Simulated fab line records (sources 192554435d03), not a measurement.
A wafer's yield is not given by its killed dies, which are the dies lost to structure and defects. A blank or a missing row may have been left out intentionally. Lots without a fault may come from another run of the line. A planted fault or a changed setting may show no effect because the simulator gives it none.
fab line records	flow n5Finfet
[record] lots = 8	wafers = 24	lastDay = 20
route steps=1938 shown BEOL_M4@1111 BEOL_M9@1464 BEOL_M10@1472 PASSIVATION@1936
lots that met no fault: taken from a fault-free run of the same line
startH: the number of hours between the record's first day and the start of the first shown wafer of the lot	waitH: hours elapsed since this lot's preceding step	" repeats the value in the row above	L1.1+2: several wafers, shown together as one row	- no value present, or no start provided	* or withheld: withheld	< > ~ a bound
route shown NAME@n: NAME is a module with steps in the file, n the number in the route of the first one	usual: average and standard deviation across the fault-free wafers	same: alike in all rows	chamber/n: place in a boat	sites: readings site by site	_std_site: the values' standard deviation	_edge_site: mean of outer sites minus mean of inner sites	radiusMm: how far each site lies from the wafer's centre	mask NAME#n: copy n	behind: tool/chamber where the wafer was last shaped	hold: why the lot was held/for how many hours/how that ended	device: whichever transistor did not switch (one of n, p or np)	end of line: the route-end tests of the same wafers	step lacking rows: just its recipe	killed: dies lost to structure and defects at the first sort, not the wafer's yield	map: a wafer's dies, x killed, . not, _ none there
set.NAME: the setting as run; set.NAME@STEP: as run at that earlier step	model.NAME: the simulator's own value behind a step, which no gauge read
a sample of lots followed through the steps of the route, with each step as a table and each wafer as a row
services: from which hour (startH, from the record's first day; less than 0 if before it) a tool's chamber was out of use, for how many hours, and why
[[steps]]
[step N5_BEOL_M4_RC_MEAS_101]
[usual] DIBL_N = 36.1/2.3	DIBL_P = 36/3.2	IOFF_N = 0.16/0.045	IOFF_P = 0.21/0.049	ION_N = 674/14	ION_P = 462/8.4	SS_N = 71.6/0.83	SS_P = 73.2/0.87	VT_N = 249/3.8	VT_P = -250/3.4
lot.wafer	tool	chamber	startH	waitH	DIBL_N[mV/V]	DIBL_P[mV/V]	IOFF_N[nA/um]	IOFF_P[nA/um]	ION_N[uA/um]	ION_P[uA/um]	SS_N[mV/dec]	SS_P[mV/dec]	VT_N[mV]	VT_P[mV]
L270.1	prober-02	0	236.98	0.3	35.1	34	0.13	0.21	659	461	70.7	72.9	250	-249
L270.4	"	0	"	"	39.1	39	0.20	0.28	675	466	72.3	73.6	248	-246
L270.6	"	0	"	"	37.9	37	0.18	0.25	673	465	71.7	73.7	248	-245
L278.3	prober-02	0	286.86	0.3	34.9	34	0.12	0.15	652	444	70.7	71.9	253	-255
L278.4	"	0	"	"	36.0	36	0.14	0.19	668	456	71.9	73.5	251	-255
L278.6	"	0	"	"	34.8	33	0.12	0.15	645	439	70.9	72.9	254	-257
L275.4	prober-02	0	289.33	0.5	37.0	38	0.19	0.25	671	455	72.0	73.9	246	-247
L275.5	"	0	"	"	38.4	39	0.20	0.25	679	465	72.7	74.4	249	-249
L275.6	"	0	"	"	36.7	37	0.19	0.23	683	464	72.6	73.6	250	-249
L282.2	prober-02	0	297.29	0.2	34.9	35	0.13	0.20	682	472	71.0	73.2	253	-250
L282.3	"	0	"	"	35.4	33	0.13	0.17	662	458	71.3	72.0	251	-255
L282.4	"	0	"	"	34.2	33	0.11	0.15	648	444	70.2	72.0	257	-256
L280.1	prober-01	0	303.85	0.0	33.8	34	0.16	0.22	667	462	71.5	73.0	248	-248
L280.4	"	0	"	"	34.2	34	0.14	0.21	662	460	71.5	72.4	250	-249
L280.5	"	0	"	"	34.2	34	0.15	0.21	684	474	71.1	73.1	248	-249
L277.3	prober-02	0	311.05	0.3	37.8	38	0.18	0.23	684	470	72.6	73.9	251	-250
L277.5	"	0	"	"	42.2	44	0.31	0.34	692	471	73.7	76.2	243	-247
L277.6	"	0	"	"	36.9	37	0.17	0.22	694	468	71.5	73.5	246	-250
L283.1	prober-02	0	344.81	0.0	37.5	37	0.18	0.23	666	457	72.6	73.9	248	-250
L283.2	"	0	"	"	32.3	30	0.11	0.14	656	448	70.9	71.3	255	-256
L283.6	"	0	"	"	33.1	31	0.11	0.15	658	453	71.1	72.1	252	-254
L287.3	prober-01	0	355.20	0.3	34.4	36	0.14	0.16	672	458	71.9	72.9	251	-255
L287.4	"	0	"	"	35.0	37	0.14	0.19	678	466	72.0	73.1	254	-256
L287.5	"	0	"	"	35.4	37	0.15	0.19	676	465	72.3	73.5	251	-253
[step N5_BEOL_M9_CMP_52]
[recipe] stopOn = SiCOH_lowk	tOverpolishS = 7	downForcePsi = 1	platenRpm = 50	clearingPlatenDownForcePsi = 1.5	clearingPlatenRpm = 50	postCmpClean = cuAlkaline	targetThkNm = 140	clearingPlatenPadVelocityMS = 0.99484	padVelocityMS = 0.99484
[usual] barrierFieldEndpointS = 28.8/0.93	motorCurrentA = 6.0/0.5	overpolishRunS = 7.000/0.0091	timeToEndpointS = 66/4.4
[same] tOverpolishS = 7
lot.wafer	tool	chamber	startH	waitH	barrierFieldEndpointS	motorCurrentA	overpolishRunS	timeToEndpointS
L270.4	cmp-04	2	290.92	0.2	29.4	6.2	6.995	69
L270.1	"	0	"	"	28.0	5.8	6.983	62
L270.6	"	2	"	"	30.2	6.3	7.023	70
L278.3	cmp-01	2	330.25	0.2	28.1	5.7	6.991	61
L278.4	"	0	"	"	28.8	6.8	6.989	65
L278.6	"	2	"	"	29.0	5.7	6.988	60
L275.4	cmp-04	1	335.88	0.2	30.7	5.7	7.009	75
L275.6	"	2	"	"	29.7	6.2	7.010	72
L275.5	"	3	"	"	28.8	6.8	7.022	61
L282.4	cmp-01	3	361.23	0.1	28.7	5.6	7.005	69
L282.2	"	0	"	"	29.5	7.0	7.006	69
L282.3	"	2	"	"	27.4	6.0	7.000	64
L277.3	cmp-03	1	373.00	0.2	27.7	6.2	6.989	67
L277.6	"	0	"	"	28.5	6.1	7.022	65
L277.5	"	1	"	"	29.2	6.5	6.990	67
L280.1	cmp-01	2	374.50	0.4	28.4	6.0	6.992	63
L280.4	"	3	"	"	29.2	5.7	6.997	70
L280.5	"	1	"	"	29.1	5.3	6.995	67
L283.2	cmp-04	0	405.17	0.2	28.4	5.7	6.995	61
L283.1	"	3	"	"	27.5	6.4	7.016	57
L283.6	"	0	"	"	27.9	5.7	6.996	58
L287.3	cmp-01	1	409.96	0.2	27.5	5.2	7.003	61
L287.4	"	2	"	"	28.8	5.8	7.004	60
L287.5	"	1	"	"	28.6	5.3	6.995	60
[step N5_BEOL_M10_THK_MEAS_01]
[recipe] reads = SiCOH_lowk_of_BEOL_M10_ILD_DEP_00
[usual] M10_ILD_THK = 268/4.2
lot.wafer	tool	chamber	startH	waitH	M10_ILD_THK[nm]
L270.1	filmMetro-02	-	292.45	0.8	263
L270.4	"	-	"	"	272
L270.6	"	-	"	"	266
L278.3	filmMetro-01	-	331.30	0.3	265
L278.4	"	-	"	"	275
L278.6	"	-	"	"	275
L275.4	filmMetro-02	-	336.85	0.2	270
L275.5	"	-	"	"	265
L275.6	"	-	"	"	275
L282.2	filmMetro-02	-	365.35	0.4	269
L282.3	"	-	"	"	266
L282.4	"	-	"	"	272
L277.3	filmMetro-01	-	375.18	0.3	263
L277.5	"	-	"	"	268
L277.6	"	-	"	"	267
L280.1	filmMetro-02	-	376.44	0.4	259
L280.4	"	-	"	"	266
L280.5	"	-	"	"	263
L283.1	filmMetro-02	-	406.25	0.4	271
L283.2	"	-	"	"	263
L283.6	"	-	"	"	275
L287.3	filmMetro-02	-	411.03	0.3	261
L287.4	"	-	"	"	270
L287.5	"	-	"	"	271
[step N5_BEOL_M10_DESCUM_16]
[recipe] chemistry = O2	timeS = 7.9	sourcePowerW = 50	biasPowerW = 20	pressureMtorr = 20	rfFrequencyHz = 2.712e+07	tempC = 40	resist = CAR-ArF	o2FlowSccm = 225
[usual] drypumpMotorCurrentA = 5.67/0.21	oesProductAu = 0.80/0.08	rfVppV = 242.8/1.4	showerheadPlenumPTorr = 2.06/0.069	throttleValvePct = 20.44/0.29
lot.wafer	tool	chamber	startH	waitH	drypumpMotorCurrentA	oesProductAu	rfHoursCounterH	rfVppV	showerheadPlenumPTorr	throttleValvePct
L270.1	rieDiel-04	2	293.84	0.0	5.42	0.92	16	244.1	2.15	20.24
L270.4	"	0	"	"	5.81	0.86	49	244.0	2.06	20.66
L270.6	"	0	"	"	5.84	0.86	-	242.3	2.06	20.66
L278.3	rieDiel-04	0	334.27	0.0	5.89	0.85	61	242.5	2.05	20.67
L278.4	"	1	"	"	5.90	0.86	-	241.7	2.04	20.27
L278.6	"	3	"	"	5.21	0.70	-	243.7	2.16	20.95
L275.4	rieDiel-04	2	338.87	0.5	5.40	0.90	30	245.1	2.14	20.26
L275.5	"	2	"	"	5.40	0.89	-	243.6	2.14	20.25
L275.6	"	3	"	"	5.22	0.70	-	243.6	2.16	20.94
L282.2	rieDiel-01	1	366.03	0.0	5.59	0.78	133	246.4	2.16	20.40
L282.3	"	3	"	"	5.85	0.85	50	243.7	2.02	19.93
L282.4	"	0	"	"	5.74	0.77	154	241.5	1.99	20.37
L277.3	rieDiel-04	3	377.59	0.0	5.24	0.69	230	244.3	2.16	20.94
L277.5	"	0	"	"	5.85	0.84	-	241.7	2.05	20.70
L277.6	"	3	"	"	5.24	0.70	-	243.5	2.16	20.95
L280.1	rieDiel-04	1	377.84	0.0	5.91	0.85	63	240.8	2.04	20.29
L280.4	"	2	"	"	5.40	0.88	43	242.0	2.14	20.27
L280.5	"	0	"	"	5.84	0.84	-	243.1	2.05	20.69
L283.1	rieDiel-04	1	407.29	0.4	5.93	0.83	73	242.8	2.04	20.29
L283.2	"	2	"	"	5.40	0.87	54	243.4	2.13	20.29
L283.6	"	0	"	"	5.81	0.83	-	241.6	2.04	20.69
L287.3	rieDiel-04	2	412.38	0.2	5.42	0.86	56	244.6	2.13	20.29
L287.4	"	1	"	"	5.90	0.83	-	242.0	2.04	20.32
L287.5	"	2	"	"	5.42	0.86	-	243.2	2.13	20.30
[step N5_BEOL_M10_STRIP_67]
[recipe] chemistry = CF4	resist = SiARC	powerW = 300	biasPowerW = 75	pressureMtorr = 50	cf4FlowSccm = 150	rfFrequencyHz = 6e+07
[usual] biasPowerW = 74.99/0.2	cf4FlowSccm = 150.0/0.47	drypumpMotorCurrentA = 5.66/0.21	oesProductAu = 0.80/0.073	rfVppV = 270.7/1.5	showerheadPlenumPTorr = 1.77/0.054	throttleValvePct = 13.61/0.27
lot.wafer	tool	chamber	startH	waitH	biasPowerW	cf4FlowSccm	drypumpMotorCurrentA	oesProductAu	rfHoursCounterH	rfVppV	showerheadPlenumPTorr	throttleValvePct
L270.1	rieDiel-04	2	294.07	0.0	75.05	149.7	5.44	0.93	16	270.7	1.83	13.28
L270.4	"	0	"	"	74.85	149.7	5.84	0.87	49	270.5	1.76	13.64
L270.6	"	0	"	"	74.96	150.1	5.88	0.87	-	270.1	1.76	13.62
L278.3	rieDiel-04	0	334.50	0.0	-	-	-	-	-	-	-	-
L278.4	"	1	"	"	-	-	-	-	-	-	-	-
L278.6	"	3	"	"	-	-	-	-	-	-	-	-
L275.4	rieDiel-04	2	339.10	0.0	-	-	-	-	-	-	-	-
L275.5	"	2	"	"	-	-	-	-	-	-	-	-
L275.6	"	3	"	"	-	-	-	-	-	-	-	-
L282.2	rieDiel-01	1	366.26	0.0	-	-	-	-	-	-	-	-
L282.3	"	3	"	"	-	-	-	-	-	-	-	-
L282.4	"	0	"	"	-	-	-	-	-	-	-	-
L277.3	rieDiel-04	3	377.82	0.0	74.92	150.9	5.23	0.71	230	271.8	1.84	14.11
L277.5	"	0	"	"	74.74	149.9	5.87	0.83	-	271.3	1.75	13.67
L277.6	"	3	"	"	74.87	149.3	5.23	0.70	-	272.0	1.84	14.12
L280.1	rieDiel-04	1	378.07	0.0	75.26	150.1	5.87	0.85	64	270.2	1.73	13.35
L280.4	"	2	"	"	75.06	149.4	5.40	0.88	43	271.7	1.82	13.34
L280.5	"	0	"	"	75.17	149.6	5.86	0.83	-	269.6	1.75	13.67
L283.1	rieDiel-04	1	407.53	0.0	75.31	150.0	5.86	0.84	74	270.1	1.73	13.39
L283.2	"	2	"	"	74.88	150.3	5.39	0.87	54	272.1	1.82	13.36
L283.6	"	0	"	"	75.22	149.9	5.87	0.81	-	271.4	1.75	13.71
L287.3	rieDiel-04	2	412.61	0.0	74.80	149.5	5.41	0.86	56	273.0	1.82	13.37
L287.4	"	1	"	"	75.03	149.4	5.95	0.83	-	270.8	1.73	13.38
L287.5	"	2	"	"	74.86	149.6	5.40	0.86	-	271.4	1.82	13.37
[step N5_BEOL_M10_VIA_ETCH_34]
[recipe] chemistry = C4F6/O2	target = SiCOH_lowk	targetDepthA = 1845	maskMaterial = SOC	taperDeg = 4	timeS = 69.2	ionEnergyEv = 250	pressureMtorr = 30	sourceW = 345	biasW = 185	Ar_flow_sccm = 300	C4F6_flow_sccm = 10	O2_flow_sccm = 10
[usual] biasW = 185.0/0.51	drypumpMotorCurrentA = 5.70/0.17	oesProductAu = 0.77/0.081	rfVppV = 661/25	showerheadPlenumPTorr = 2.79/0.08	throttleValvePct = 20.94/0.27
lot.wafer	tool	chamber	startH	waitH	biasW	drypumpMotorCurrentA	oesProductAu	rfHoursCounterH	rfVppV	showerheadPlenumPTorr	throttleValvePct
L270.1	rieDiel-03	3	296.51	0.0	185.4	5.66	0.75	160	650	2.74	20.93
L270.4	"	0	"	"	184.3	5.50	0.68	245	638	2.79	20.95
L270.6	"	3	"	"	185.8	5.64	0.75	-	650	2.74	20.92
L278.3	rieDiel-03	2	337.36	0.0	185.8	5.99	0.26	232	664	2.91	20.84
L278.4	"	1	"	"	184.3	5.77	0.28	-	632	2.73	21.05
L278.6	"	2	"	"	185.2	5.97	0.26	-	662	2.91	20.84
L275.4	rieDiel-01	2	340.35	0.0	185.1	5.64	0.27	218	693	2.82	21.26
L275.5	"	1	"	"	184.9	5.56	0.29	-	711	2.97	20.88
L275.6	"	2	"	"	184.5	5.65	0.27	-	693	2.82	21.26
L282.2	rieDiel-01	1	373.62	0.0	185.4	5.56	0.29	135	711	2.96	20.90
L282.3	"	3	"	"	185.3	5.87	0.32	52	688	2.77	20.34
L282.4	"	0	"	"	185.4	5.76	0.29	156	628	2.74	20.85
L277.3	rieDiel-03	1	381.01	0.0	184.8	5.77	0.73	192	632	2.72	21.22
L277.5	"	2	"	"	184.8	5.98	0.67	-	663	2.90	20.99
L277.6	"	3	"	"	185.3	5.66	0.71	-	649	2.72	20.98
L280.1	rieDiel-01	1	381.06	0.0	185.5	5.53	0.77	138	712	2.96	21.06
L280.4	"	3	"	"	185.4	5.85	0.86	55	689	2.76	20.50
L280.5	"	1	"	"	184.5	5.50	0.78	-	713	2.96	21.07
L283.1	rieDiel-03	0	410.95	0.0	185.2	5.53	0.89	28	638	2.78	20.59
L283.2	"	1	"	"	185.4	5.77	0.72	205	633	2.72	21.24
L283.6	"	1	"	"	184.9	5.77	0.72	-	632	2.72	21.25
L287.3	rieDiel-03	1	414.39	0.0	185.0	5.77	0.71	206	633	2.71	21.25
L287.4	"	3	"	"	184.1	5.67	0.71	-	650	2.71	20.97
L287.5	"	1	"	"	184.6	5.77	0.71	-	633	2.71	21.26
[step N5_BEOL_M10_OCD_MEAS_38]
[usual] trenchDepthNm = 147/4
lot.wafer	tool	chamber	startH	waitH	trenchDepthNm
L270.1	ocd-02	-	296.80	-	143
L270.4	"	-	"	"	149
L270.6	"	-	"	"	141
L278.3	ocd-01	-	337.65	-	-
L278.4	"	-	"	"	-
L278.6	"	-	"	"	-
L275.4	ocd-02	-	340.64	-	-
L275.5	"	-	"	"	-
L275.6	"	-	"	"	-
L282.2	ocd-02	-	373.91	-	-
L282.3	"	-	"	"	-
L282.4	"	-	"	"	-
L277.3	ocd-01	-	381.30	-	146
L277.5	"	-	"	"	144
L277.6	"	-	"	"	143
L280.1	ocd-01	-	381.35	-	151
L280.4	"	-	"	"	149
L280.5	"	-	"	"	149
L283.1	ocd-01	-	411.23	-	153
L283.2	"	-	"	"	146
L283.6	"	-	"	"	146
L287.3	ocd-02	-	414.68	-	148
L287.4	"	-	"	"	144
L287.5	"	-	"	"	148
[step N5_PASSIVATION_PROBE_49]
[usual] defectLimitedYield = 90.9/1.6	killed_at_M0_to_M3 = 37/11	killed_at_M4_up = 15/5.6	killedAtContacts = 13/6.4	killedAtFrontEnd = 39/11	killedAtOther = 4/3.1	killedDies = 107/19	killedOnRim = 14/4.3	killedOpen = 71/14	killedShort = 34/7.8	sort_bin_4_leakage = 0.01/0.053	sort_bin_5_function = 5.3/1	sort_bin_6_memory = 3.4/0.72	sort_bin_8_speed = 0.0/0.42	sortNPass = 1072/20	sortYieldPct = 90.9/1.7
[same] grossDies = 1180	killedAtBackSide = 0
lot.wafer	tool	chamber	startH	waitH	defectLimitedYield[%]	killed_at_M0_to_M3	killed_at_M4_up	killedAtContacts	killedAtFrontEnd	killedAtOther	killedDies	killedOnRim	killedOpen	killedShort	sort_bin_4_leakage[%]	sort_bin_5_function[%]	sort_bin_6_memory[%]	sort_bin_8_speed[%]	sortNPass	sortYieldPct[%]
L278.3	prober-01	-	406.32	0.1	0	43	1076	12	37	12	1180	152	81	30	0	96.5	3.3	0	0	0
L278.4	prober-01	-	406.37	0.2	0	41	1059	12	55	13	1180	152	103	31	0	95.8	3.7	0	0	0
L278.6	prober-01	-	406.47	0.3	0	35	1073	25	43	4	1180	152	85	28	0	95.5	4.2	0	0	0
L275.4	prober-02	-	410.79	0.2	0	46	1068	13	51	2	1180	152	84	36	0	96.1	3.7	0	0	0
L275.5	prober-02	-	410.84	0.2	0	43	1075	13	48	1	1180	152	82	35	0	95.3	4.4	0	0	0
L275.6	prober-02	-	410.89	0.3	0	46	1076	8	49	1	1180	152	81	42	0	96.5	2.9	0	0	0
L282.2	prober-02	-	429.19	0.1	0	13	1105	19	38	5	1180	152	73	26	0	96.0	3.7	0	0	0
L282.3	prober-02	-	429.24	0.1	0	25	1101	10	43	1	1180	152	62	23	0	97.1	2.6	0	0	0
L282.4	prober-02	-	429.29	0.2	0	34	1079	13	52	2	1180	152	95	37	0	96.0	3.6	0	0	0
L277.3	prober-02	-	430.31	0.1	88.8	40	20	15	48	9	132	20	89	41	0	7.0	4.0	0	1048	88.8
L277.5	prober-02	-	430.41	0.2	88.2	45	25	21	41	7	139	16	101	34	0.51	6.6	4.8	0	1035	87.7
L277.6	prober-02	-	430.46	0.3	90.5	47	20	10	28	7	112	10	68	42	0	4.7	4.2	0	1068	90.5
L287.3	prober-01	-	473.93	0.1	91.9	26	18	11	34	6	95	9	62	31	0	5.0	3.0	0	1085	91.9
L287.4	prober-01	-	473.98	0.2	90.9	38	16	14	34	5	107	11	81	25	0	5.3	3.5	0	1073	90.9
L287.5	prober-01	-	474.03	0.2	93.2	18	13	13	34	2	80	11	52	27	0	4.7	1.8	0	1100	93.2
// killed by level:class
L278.3 BEOL_M10:areaEtch=1067 BEOL_M2:geometricParticle:open=15 FIN_SAQP:geometricParticle:open=13 MOL_CONTACT_COAG:geometricParticle:open=11 STI_FIN_REVEAL:geometricParticle:open=8 BEOL_M1:geometricParticle:open=8 FIN_SAQP:geometricParticle:short=6 BEOL_M0_SAQP:geometricParticle:open=5
L278.4 BEOL_M10:areaEtch=1045 STI_FIN_REVEAL:geometricParticle:open=25 FIN_SAQP:geometricParticle:open=15 MOL_CONTACT_COAG:geometricParticle:open=12 BEOL_M0_SAQP:geometricParticle:open=8 BEOL_M0_SAQP:geometricParticle:short=8 BEOL_M2:geometricParticle:open=6 BEOL_M0:geometricParticle:open=5
L278.6 BEOL_M10:areaEtch=1066 MOL_CONTACT_COAG:geometricParticle:open=21 STI_FIN_REVEAL:geometricParticle:open=12 BEOL_M2:geometricParticle:open=10 FIN_SAQP:geometricParticle:open=9 BEOL_M1:geometricParticle:open=9 DUMMY_GATE:geometricParticle:open=4 GATE_CUT:geometricParticle:short=4
L275.4 BEOL_M10:areaEtch=1058 BEOL_M2:geometricParticle:open=19 FIN_SAQP:geometricParticle:open=18 MOL_CONTACT_COAG:geometricParticle:open=12 FIN_SAQP:geometricParticle:short=10 BEOL_M0_SAQP:geometricParticle:short=8 BEOL_M0_SAQP:geometricParticle:open=6 BEOL_M1:geometricParticle:open=4
L275.5 BEOL_M10:areaEtch=1062 BEOL_M2:geometricParticle:open=24 FIN_SAQP:geometricParticle:open=13 MOL_CONTACT_COAG:geometricParticle:open=9 BEOL_M4:geometricParticle:open=9 GATE_CUT:geometricParticle:short=6 DUMMY_GATE:geometricParticle:open=5 STARTING-WAFER:geometricParticle:open=5
L275.6 BEOL_M10:areaEtch=1057 FIN_SAQP:geometricParticle:open=18 BEOL_M0_SAQP:geometricParticle:open=14 BEOL_M2:geometricParticle:open=13 GATE_CUT:geometricParticle:short=8 FIN_SAQP:geometricParticle:short=7 BEOL_M4:geometricParticle:open=7 BEOL_M0_SAQP:geometricParticle:short=6
L282.2 BEOL_M10:areaEtch=1079 FIN_SAQP:geometricParticle:open=18 MOL_CONTACT_COAG:geometricParticle:open=16 BEOL_M4:geometricParticle:open=16 FIN_SAQP:geometricParticle:short=9 STI_FIN_REVEAL:geometricParticle:open=4 MOL_CONTACT_COAG:geometricParticle:short=3 SD_EPI_N:coatMicrobubblePrinted=2
L282.3 BEOL_M10:areaEtch=1092 FIN_SAQP:geometricParticle:open=14 MOL_CONTACT_COAG:geometricParticle:open=10 BEOL_M3:geometricParticle:open=10 STI_FIN_REVEAL:geometricParticle:open=9 GATE_CUT:geometricParticle:short=7 FIN_SAQP:geometricParticle:short=4 BEOL_M4:geometricParticle:open=4
L282.4 BEOL_M10:areaEtch=1047 BEOL_M4:geometricParticle:open=19 FIN_SAQP:geometricParticle:open=17 MOL_CONTACT_COAG:geometricParticle:open=13 BEOL_M3:geometricParticle:open=11 FIN_SAQP:geometricParticle:short=8 STI_FIN_REVEAL:geometricParticle:open=8 BEOL_M2:geometricParticle:open=7
L277.3 DUMMY_GATE:geometricParticle:open=13 MOL_CONTACT_COAG:geometricParticle:open=12 BEOL_M4:geometricParticle:open=12 BEOL_M1:geometricParticle:open=11 BEOL_M2:geometricParticle:open=11 FIN_SAQP:geometricParticle:short=8 STI_FIN_REVEAL:geometricParticle:open=8 FIN_SAQP:geometricParticle:open=7
L277.5 MOL_CONTACT_COAG:geometricParticle:open=18 BEOL_M2:geometricParticle:open=15 BEOL_M0_SAQP:geometricParticle:open=14 BEOL_M4:geometricParticle:open=13 FIN_SAQP:geometricParticle:open=10 DUMMY_GATE:geometricParticle:open=7 FIN_SAQP:geometricParticle:short=6 STI_FIN_REVEAL:geometricParticle:open=4
L277.6 BEOL_M4:geometricParticle:open=14 BEOL_M2:geometricParticle:open=13 MOL_CONTACT_COAG:geometricParticle:open=8 BEOL_M3:geometricParticle:open=8 FIN_SAQP:geometricParticle:short=7 BEOL_M0_SAQP:geometricParticle:short=7 BEOL_M2:geometricParticle:short=6 STARTING-WAFER:geometricParticle:short=4
L287.3 FIN_SAQP:geometricParticle:open=8 STI_FIN_REVEAL:geometricParticle:open=7 GATE_CUT:geometricParticle:short=7 MOL_CONTACT_COAG:geometricParticle:open=7 BEOL_M3:geometricParticle:open=7 BEOL_M0_SAQP:geometricParticle:short=5 BEOL_M4:geometricParticle:open=5 BEOL_M2:geometricParticle:open=4
L287.4 BEOL_M3:geometricParticle:open=12 FIN_SAQP:geometricParticle:open=11 MOL_CONTACT_COAG:geometricParticle:open=11 BEOL_M4:geometricParticle:open=9 STI_FIN_REVEAL:geometricParticle:open=6 BEOL_M0_SAQP:geometricParticle:short=6 BEOL_M2:geometricParticle:open=6 BEOL_M0_SAQP:geometricParticle:open=5
L287.5 MOL_CONTACT_COAG:geometricParticle:open=11 FIN_SAQP:geometricParticle:short=10 FIN_SAQP:geometricParticle:open=7 BEOL_M3:geometricParticle:open=5 STI_FIN_REVEAL:geometricParticle:open=4 BEOL_M0_SAQP:geometricParticle:open=4 BEOL_M2:geometricParticle:open=4 BEOL_M5:geometricParticle:open=4
[[services]]
tool	chamber	startH	hours	kind
cmp-01	-	286.46	1.1	repair
cmp-04	-	289.28	0.3	repair
rieDiel-03	3	289.92	5.3	repair
rieDiel-04	0	298.90	4.3	repair
cmp-01	-	307.26	7.8	pm
cmp-04	-	308.45	1.2	repair
rieDiel-03	0	309.46	-	clean
rieDiel-03	0	309.46	-	consumableReplace:focusRing
rieDiel-03	0	309.46	30.7	scheduledDown
rieDiel-03	0	309.46	30.7	ventCycle
cmp-04	-	319.52	8.4	repair
rieDiel-04	2	332.82	4.0	repair
cmp-03	-	345.46	2.0	repair
cmp-03	-	351.98	2.6	repair
cmp-04	-	381.92	4.0	pm
cmp-04	-	385.92	-	consumableReplace:conditioner
rieDiel-03	2	390.73	-	clean
rieDiel-03	2	390.73	-	consumableReplace:focusRing
rieDiel-03	2	390.73	25.9	scheduledDown
rieDiel-03	2	390.73	25.9	ventCycle
rieDiel-01	0	394.03	3.4	repair
cmp-04	-	396.87	3.4	repair
rieDiel-04	3	403.00	26.1	repair
rieDiel-01	1	409.37	8.5	repair
[[key]]
[firstSign] step = N5_BEOL_M10_STRIP_67	reading = toolRecord	direction = missing
[effect] step = N5_BEOL_M10_VIA_ETCH_34	reading = oesProductAu	direction = down	sigmas = 6.1	usual = 0.77	struck = 0.28
[effect] step = N5_BEOL_M10_OCD_MEAS_38	reading = trenchDepthNm	direction = missing
[effect] step = N5_PASSIVATION_PROBE_49	reading = killed_at_M4_up	direction = up	sigmas = 99+	usual = 15	struck = 1079
[moreKillsBornAt] N5_BEOL_M10_ETCH_66@rieDiel-01 = 6395	N5_BEOL_M10_ETCH_66@rieDiel-03 = 3178
metAt N5_BEOL_M10_STRIP_67
struckLots L275,L278,L282
laterRowsLeftOut L275.4,L275.5,L275.6,L278.3,L278.4,L278.6,L282.2,L282.3,L282.4
notActingAt N5_BEOL_M9_CMP_52,N5_BEOL_M10_THK_MEAS_01,N5_BEOL_M10_DESCUM_16
onsetBetween 294.07 334.50
[fault] kind = skippedStepWhole	tool = rieDiel-01,rieDiel-04	chamber = -	onsetH = 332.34	steps = N5_BEOL_M10_STRIP_67	scope = struckLotsOnly
// laterRowsLeftOut: the simulator's readings of these wafers behind a module that went badly wrong aren't trusted and aren't shown, but for the sort
